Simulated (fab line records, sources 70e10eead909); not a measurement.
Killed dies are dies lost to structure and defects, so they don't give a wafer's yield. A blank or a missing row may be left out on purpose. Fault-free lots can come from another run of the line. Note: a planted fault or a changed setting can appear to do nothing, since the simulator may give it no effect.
Which tool did it?	flow nandHarc	24 lots, 72 wafers sampled, at 6 steps of a route of 1159

WHAT EACH GAUGE READ, for each wafer
NHARC_P_GATE_CD_MEAS_91: target cd 2000 nm. Usual: cdNm at 1999.9 nm, with a standard deviation of 2.
lot	measured	on	cdNm (nm)	flag
L074	day 5 09:58	cdSem-01	2000.2 1999.0 1997.2	
L075	day 5 15:59	cdSem-02	2000.0 2000.0 2001.2	
L076	day 5 15:38	cdSem-03	1998.3 1998.3 1996.5	
L077	day 5 16:21	cdSem-03	1998.9 2000.0 1998.5	
L078	day 6 10:34	cdSem-03	1996.8 1996.7 1999.8	
L079	day 6 11:11	cdSem-01	2002.7 1999.1 2000.1	
L080	day 6 16:43	cdSem-02	2000.7 2001.4 2003.1	
L081	day 7 00:55	cdSem-02	1996.8 1995.5 1998.3	
L082	day 7 07:35	cdSem-01	2001.0 2002.9 1999.6	
L083	day 7 15:58	cdSem-01	1999.2 1999.8 1998.8	
L084	day 7 20:40	cdSem-03	1996.2 1998.4 1999.5	
L085	day 7 20:07	cdSem-03	2001.1 2000.1 1999.5	
L086	day 8 14:59	cdSem-03	1998.8 1999.4 1998.7	
L087	day 8 15:37	cdSem-01	2003.0 2000.4 2003.4	
L088	day 9 04:51	cdSem-02	1999.5 2002.1 2002.6	
L089	day 9 05:04	cdSem-01	1999.3 1999.0 1998.6	
L090	day 9 09:25	cdSem-02	2002.2 2001.1 2002.8	
L091	day 9 16:32	cdSem-02	1996.5 1998.3 1999.1	
L092	day 9 20:59	cdSem-01	1996.7 1998.2 1996.4	
L093	day 9 23:13	cdSem-03	2001.9 2001.8 2001.2	
L094	day 10 08:41	cdSem-01	2004.7 2000.0 2002.3	
L095	day 10 14:05	cdSem-02	1998.9 2001.5 2000.7	
L096	day 10 22:16	cdSem-02	2001.0 1997.6 1998.9	
L097	day 10 22:49	cdSem-03	2003.1 2000.6 2001.2	

NHARC_P_M0_INSPECT_11. Usual: rawDefectCount at 4.0, with a standard deviation of 2.7.
lot	measured	on	rawDefectCount	flag
L074	day 5 22:55	defectInspect-02	1 0 6	
L075	day 6 09:07	defectInspect-01	2 1 2	
L076	day 6 05:40	defectInspect-02	5 5 3	
L077	day 6 10:19	defectInspect-01	3 8 5	
L078	day 7 00:07	defectInspect-02	4 3 6	
L079	day 7 00:47	defectInspect-01	6 5 7	
L080	day 7 01:50	defectInspect-01	7 6 3	
L081	day 7 10:04	defectInspect-02	1 3 2	
L082	day 7 18:30	defectInspect-02	1 2 2	
L083	day 8 01:04	defectInspect-01	0 4 4	
L084	day 8 10:25	defectInspect-01	4 0 2	
L085	day 8 10:06	defectInspect-01	5 5 2	
L086	day 9 00:01	defectInspect-02	13 11 7	
L087	day 9 01:07	defectInspect-02	5 3 6	
L088	day 9 20:49	defectInspect-01	4 4 8	
L089	day 9 22:53	defectInspect-02	1 1 1	
L090	day 10 02:41	defectInspect-02	2 0 3	
L091	day 10 01:56	defectInspect-01	1 11 4	
L092	day 10 05:53	defectInspect-02	4 5 5	
L093	day 10 08:06	defectInspect-01	2 3 3	
L094	day 10 19:37	defectInspect-02	3 5 3	
L095	day 11 06:53	defectInspect-02	4 2 5	
L096	day 11 07:45	defectInspect-02	2 2 0	
L097	day 11 12:38	defectInspect-02	2 3 6	

TOOL THAT RAN EACH LOT (tool first, then ch and the chambers of the sampled wafers, then the start)
lot	NHARC_P_ZERO_WELL_ETCH_65	NHARC_P_ZERO_WELL_ETCH_63	NHARC_P_GATE_STRIP_101	NHARC_P_GATE_STRIP_112
L074	rieDiel-12 ch 0,1,2, day 1 13:22	rieSi-03 ch 0,1,2, day 1 13:33	rieDiel-03 ch 1,2,3, day 5 05:14	plasmaAsher-02 ch 0,1, day 5 08:47
L075	rieDiel-12 ch 1,3, day 1 19:30	rieSi-06 ch 1,2,3, day 1 19:41	rieDiel-03 ch 0,1,2, day 5 11:41	plasmaAsher-01 ch 0,1, day 5 14:57
L076	rieDiel-08 ch 0,1,3, day 2 01:37	rieSi-02 ch 0,1,3, day 2 01:47	rieDiel-03 ch 0,1,2, day 5 11:30	plasmaAsher-02 ch 0,1, day 5 14:35
L077	rieDiel-08 ch 0,1,2, day 2 07:21	rieSi-03 ch 2,3, day 2 07:31	rieDiel-02 ch 0,3, day 5 11:52	plasmaAsher-02 ch 1, day 5 15:10
L078	rieDiel-08 ch 0,1,3, day 2 13:31	rieSi-06 ch 0,1, day 2 13:41	rieDiel-03 ch 0,1,3, day 6 06:08	plasmaAsher-01 ch 0, day 6 09:26
L079	rieDiel-12 ch 0,2,3, day 2 19:38	rieSi-02 ch 1,2,3, day 2 19:49	rieDiel-02 ch 0,3, day 6 06:52	plasmaAsher-01 ch 0,1, day 6 10:01
L080	rieDiel-08 ch 1,2,3, day 3 01:30	rieSi-06 ch 1,2,3, day 3 01:40	rieDiel-11 ch 0,2,3, day 6 12:32	plasmaAsher-01 ch 0,1, day 6 15:39
L081	rieDiel-12 ch 1,2,3, day 3 07:31	rieSi-03 ch 0,1,3, day 3 07:41	rieDiel-02 ch 2,3, day 6 20:39	plasmaAsher-01 ch 0,1, day 6 23:59
L082	rieDiel-05 ch 0,2,3, day 3 13:22	rieSi-06 ch 0,3, day 3 13:32	rieDiel-02 ch 0,1, day 7 03:24	plasmaAsher-01 ch 0,1, day 7 06:34
L083	rieDiel-05 ch 0,3, day 3 19:30	rieSi-06 ch 0,2,3, day 3 19:41	rieDiel-11 ch 1,2,3, day 7 11:50	plasmaAsher-02 ch 0,1, day 7 14:47
L084	rieDiel-08 ch 2,3, day 4 01:21	rieSi-06 ch 1,2,3, day 4 01:34	rieDiel-03 ch 0,3, day 7 16:16	plasmaAsher-02 ch 0,1, day 7 19:33
L085	rieDiel-05 ch 0,2,3, day 4 07:23	rieSi-03 ch 0,1,2, day 4 07:34	rieDiel-11 ch 1,2,3, day 7 15:49	plasmaAsher-01 ch 0,1, day 7 19:04
L086	rieDiel-12 ch 0,1,2, day 4 13:29	rieSi-06 ch 0,1,3, day 4 13:40	rieDiel-11 ch 0,1,2, day 8 10:41	plasmaAsher-01 ch 0,1, day 8 13:49
L087	rieDiel-12 ch 0,3, day 4 19:45	rieSi-02 ch 0,1,3, day 4 19:56	rieDiel-02 ch 1,2, day 8 11:17	plasmaAsher-02 ch 0,1, day 8 14:30
L088	rieDiel-08 ch 1,2, day 5 01:32	rieSi-06 ch 0,2,3, day 5 01:44	rieDiel-02 ch 1,3, day 9 00:23	plasmaAsher-01 ch 0,1, day 9 03:44
L089	rieDiel-12 ch 0,1,3, day 5 07:22	rieSi-02 ch 0,2, day 5 07:32	rieDiel-02 ch 0,1, day 9 00:32	plasmaAsher-02 ch 0,1, day 9 03:52
L090	rieDiel-08 ch 1,2,3, day 5 13:29	rieSi-06 ch 0,2,3, day 5 13:39	rieDiel-02 ch 1,3, day 9 04:13	plasmaAsher-02 ch 1, day 9 08:13
L091	rieDiel-12 ch 1,2,3, day 5 19:30	rieSi-06 ch 0,1,3, day 5 19:41	rieDiel-11 ch 0,2,3, day 9 12:23	plasmaAsher-02 ch 0,1, day 9 15:29
L092	rieDiel-05 ch 0,2,3, day 6 01:32	rieSi-06 ch 0,1,2, day 6 01:43	rieDiel-02 ch 0,2,3, day 9 15:58	plasmaAsher-02 ch 0,1, day 9 19:56
L093	rieDiel-05 ch 0,1,3, day 6 07:31	rieSi-06 ch 1,2,3, day 6 07:43	rieDiel-11 ch 1,2,3, day 9 18:37	plasmaAsher-01 ch 1, day 9 22:05
L094	rieDiel-12 ch 0,1,2, day 6 13:29	rieSi-03 ch 0,2,3, day 6 13:40	rieDiel-02 ch 0,2,3, day 10 04:24	plasmaAsher-01 ch 0,1, day 10 07:30
L095	rieDiel-05 ch 0,3, day 6 19:29	rieSi-06 ch 0,1,2, day 6 19:41	rieDiel-02 ch 0,2,3, day 10 09:47	plasmaAsher-02 ch 0,1, day 10 13:05
L096	rieDiel-05 ch 0,1,2, day 7 01:29	rieSi-02 ch 0,1,3, day 7 01:41	rieDiel-03 ch 0,2,3, day 10 17:58	plasmaAsher-01 ch 0,1, day 10 21:08
L097	rieDiel-08 ch 1,2,3, day 7 07:42	rieSi-03 ch 1,2,3, day 7 07:53	rieDiel-11 ch 1,2,3, day 10 18:32	plasmaAsher-02 ch 0,1, day 10 21:38
- NHARC_P_ZERO_WELL_ETCH_65: etches the open film in N2/H2, target depth 80 nm, overetch 24 nm, time 87.88 s.
- NHARC_P_ZERO_WELL_ETCH_63: etches the open film in HBr/Cl2, target depth 120 nm, time 40.1 s.
- NHARC_P_GATE_STRIP_101: strips in O2, time 20 s.
- NHARC_P_GATE_STRIP_112: strips in N2/H2, time 200 s.

WHAT THE TOOLS THEMSELVES READ (means of the sampled wafers that have a number; where no wafer has one, the mark that the record gives instead)
NHARC_P_ZERO_WELL_ETCH_65. Usual: drypumpMotorCurrentA 5.9 A (standard deviation 0.5); h2FlowSccm 149.9 sccm (standard deviation 0.44); mfcArSccm 0.004 sccm (standard deviation 0.0064); oesProductAu 0.999 a.u. (standard deviation 0.011); rfVppV 430.9 V (standard deviation 2.4); showerheadPlenumPTorr 2.05 Torr (standard deviation 0.084); throttleValvePct 14.170 % (standard deviation 0.0095).
lot	tool	drypumpMotorCurrentA (A)	h2FlowSccm (sccm)	mfcArSccm (sccm)	oesProductAu (a.u.)	rfVppV (V)	showerheadPlenumPTorr (Torr)	throttleValvePct (%)	flag
L074	rieDiel-12	6.1	150.3	0.000	1.003	432.8	2.09	14.176	
L075	rieDiel-12	6.3	150.1	0.008	0.998	432.7	2.09	14.168	
L076	rieDiel-08	5.7	149.8	0.000	1.005	428.2	1.97	14.169	
L077	rieDiel-08	5.7	149.7	0.004	1.001	428.1	1.94	14.172	
L078	rieDiel-08	5.7	150.1	0.000	1.006	427.8	1.97	14.168	
L079	rieDiel-12	6.4	149.8	0.004	0.987	432.6	2.10	14.172	
L080	rieDiel-08	5.7	150.3	0.004	1.009	429.7	1.98	14.171	
L081	rieDiel-12	6.3	150.1	0.004	0.994	433.7	2.12	14.171	
L082	rieDiel-05	5.4	150.2	0.007	1.006	431.9	2.09	14.176	
L083	rieDiel-05	5.7	150.2	0.000	1.006	432.6	2.13	14.170	
L084	rieDiel-08	5.5	149.5	0.007	0.995	429.4	1.99	14.167	
L085	rieDiel-05	5.4	149.7	0.007	1.005	431.1	2.09	14.172	
L086	rieDiel-12	6.1	150.2	0.000	0.992	431.8	2.09	14.170	
L087	rieDiel-12	6.3	150.1	0.004	0.996	430.1	2.03	14.167	
L088	rieDiel-08	5.7	150.6	0.007	1.001	428.9	1.96	14.161	
L089	rieDiel-12	6.1	150.1	0.004	0.990	431.4	2.06	14.174	
L090	rieDiel-08	5.7	150.0	0.004	1.009	429.0	1.98	14.159	
L091	rieDiel-12	6.3	150.1	0.004	0.984	432.2	2.12	14.166	
L092	rieDiel-05	5.4	149.7	0.007	1.000	431.8	2.09	14.172	
L093	rieDiel-05	5.9	149.6	0.000	1.013	432.2	2.12	14.165	
L094	rieDiel-12	6.1	149.9	0.000	0.991	431.9	2.09	14.177	
L095	rieDiel-05	5.5	149.4	0.000	1.003	432.6	2.13	14.163	
L096	rieDiel-05	5.8	150.2	0.007	0.999	432.2	2.07	14.170	
L097	rieDiel-08	5.7	149.7	0.004	0.996	429.2	1.98	14.171	

NHARC_P_ZERO_WELL_ETCH_63. Usual: drypumpMotorCurrentA 5.9 A, standard deviation 0.52; mfcCl2Sccm 49.99 sccm, standard deviation 0.16; oesProductAu 0.994 a.u., standard deviation 0.0089; throttleValvePct 26.405 %, standard deviation 0.0081.
lot	tool	drypumpMotorCurrentA (A)	mfcCl2Sccm (sccm)	oesProductAu (a.u.)	throttleValvePct (%)	flag
L074	rieSi-03	5.9	50.01	0.999	26.401	
L075	rieSi-06	5.6	49.93	0.997	26.406	
L076	rieSi-02	5.8	50.06	0.998	26.407	
L077	rieSi-03	5.7	49.94	0.992	26.407	
L078	rieSi-06	6.2	50.10	0.990	26.406	
L079	rieSi-02	6.2	50.08	1.003	26.405	
L080	rieSi-06	5.6	49.98	0.997	26.405	
L081	rieSi-03	5.9	49.89	0.996	26.410	
L082	rieSi-06	5.8	50.02	0.997	26.405	
L083	rieSi-06	6.1	50.03	0.994	26.405	
L084	rieSi-06	5.6	49.86	0.993	26.404	
L085	rieSi-03	5.9	50.05	1.001	26.406	
L086	rieSi-06	5.8	50.05	0.991	26.411	
L087	rieSi-02	5.8	50.05	1.000	26.411	
L088	rieSi-06	6.1	50.14	0.997	26.402	
L089	rieSi-02	5.8	49.87	0.998	26.407	
L090	rieSi-06	6.1	50.06	0.989	26.405	
L091	rieSi-06	5.7	50.11	0.984	26.407	
L092	rieSi-06	6.0	49.96	0.988	26.411	
L093	rieSi-06	5.6	49.85	0.990	26.409	
L094	rieSi-03	5.9	49.98	0.995	26.410	
L095	rieSi-06	6.0	49.95	0.983	26.403	
L096	rieSi-02	5.8	49.97	1.004	26.401	
L097	rieSi-03	5.7	50.02	0.993	26.404	

NHARC_P_GATE_STRIP_101. Usual: drypumpMotorCurrentA 5.6 A, standard deviation 0.55; mfcArSccm 0.002 sccm, standard deviation 0.0048; oesProductAu 1.000 a.u., standard deviation 0.0083; rfVppV 57.9 V, standard deviation 0.91; showerheadPlenumPTorr 3.53 Torr, standard deviation 0.11; throttleValvePct 17.037 %, standard deviation 0.0096.
lot	tool	drypumpMotorCurrentA (A)	mfcArSccm (sccm)	oesProductAu (a.u.)	rfVppV (V)	showerheadPlenumPTorr (Torr)	throttleValvePct (%)	flag
L074	rieDiel-03	5.8	0.004	1.008	57.5	3.64	17.031	
L075	rieDiel-03	5.4	0.007	0.999	58.2	3.70	17.032	
L076	rieDiel-03	5.4	0.007	0.993	57.7	3.70	17.046	
L077	rieDiel-02	5.4	0.000	0.999	57.9	3.51	17.046	
L078	rieDiel-03	5.8	0.003	1.008	58.6	3.63	17.035	
L079	rieDiel-02	5.4	0.000	1.000	57.4	3.50	17.037	
L080	rieDiel-11	5.7	0.000	0.991	57.5	3.43	17.039	
L081	rieDiel-02	5.6	0.005	1.001	58.3	3.45	17.046	
L082	rieDiel-02	4.9	0.000	1.004	59.0	3.60	17.037	
L083	rieDiel-11	5.8	0.000	1.009	57.9	3.48	17.027	
L084	rieDiel-03	6.0	0.005	1.011	57.9	3.64	17.039	
L085	rieDiel-11	5.8	0.000	1.004	57.9	3.48	17.035	
L086	rieDiel-11	6.0	0.000	0.999	57.5	3.49	17.040	
L087	rieDiel-02	5.3	0.009	1.003	57.6	3.50	17.040	
L088	rieDiel-02	5.6	0.000	0.993	57.7	3.45	17.033	
L089	rieDiel-02	5.1	0.000	1.000	57.2	3.55	17.040	
L090	rieDiel-02	5.6	0.000	0.996	58.4	3.45	17.035	
L091	rieDiel-11	5.7	0.000	0.989	57.1	3.42	17.030	
L092	rieDiel-02	5.3	0.005	0.997	57.0	3.52	17.035	
L093	rieDiel-11	5.8	0.000	0.999	57.5	3.47	17.037	
L094	rieDiel-02	5.3	0.005	1.005	57.0	3.52	17.036	
L095	rieDiel-02	5.3	0.005	1.003	58.0	3.52	17.036	
L096	rieDiel-03	6.0	0.007	1.001	58.4	3.63	17.030	
L097	rieDiel-11	5.8	0.000	0.996	56.9	3.46	17.030	

NHARC_P_GATE_STRIP_112. Usual: drypumpMotorCurrentA 5.81 A, standard deviation 0.27; heaterPowerW 89 W, standard deviation 13.
lot	tool	drypumpMotorCurrentA (A)	heaterPowerW (W)	flag
L074	plasmaAsher-02	5.83	95	
L075	plasmaAsher-01	5.97	80	
L076	plasmaAsher-02	5.82	95	
L077	plasmaAsher-02	5.58	90	
L078	plasmaAsher-01	5.52	100	
L079	plasmaAsher-01	5.96	79	
L080	plasmaAsher-01	5.74	90	
L081	plasmaAsher-01	5.94	80	
L082	plasmaAsher-01	5.97	80	
L083	plasmaAsher-02	5.68	93	
L084	plasmaAsher-02	5.84	94	
L085	plasmaAsher-01	5.97	80	
L086	plasmaAsher-01	5.73	92	
L087	plasmaAsher-02	5.70	93	
L088	plasmaAsher-01	5.98	80	
L089	plasmaAsher-02	5.85	90	
L090	plasmaAsher-02	5.63	91	
L091	plasmaAsher-02	5.83	91	
L092	plasmaAsher-02	5.82	92	
L093	plasmaAsher-01	6.19	68	
L094	plasmaAsher-01	5.95	79	
L095	plasmaAsher-02	5.73	91	
L096	plasmaAsher-01	5.94	80	
L097	plasmaAsher-02	5.73	92	

THE ANSWER, worked out from the rows above alone
Rule: a lot is off if the mean of its wafers that have a number lies more than 3 standard deviations from the usual mean. Also off: a lot with no number at a reading for which 4 or more lots have one. All remaining lots with rows at the step are treated as sound. The gauges are gone through in route order, then the tools' own readings, and for those a lot's mean is taken as printed above. At the first step where some lot is off, the reading lying furthest off is the one used; lots without a number count as furthest.
No lot is off on any of the readings shown, so nothing can be concluded from this.

WHAT THE SIMULATOR HAD INSERTED
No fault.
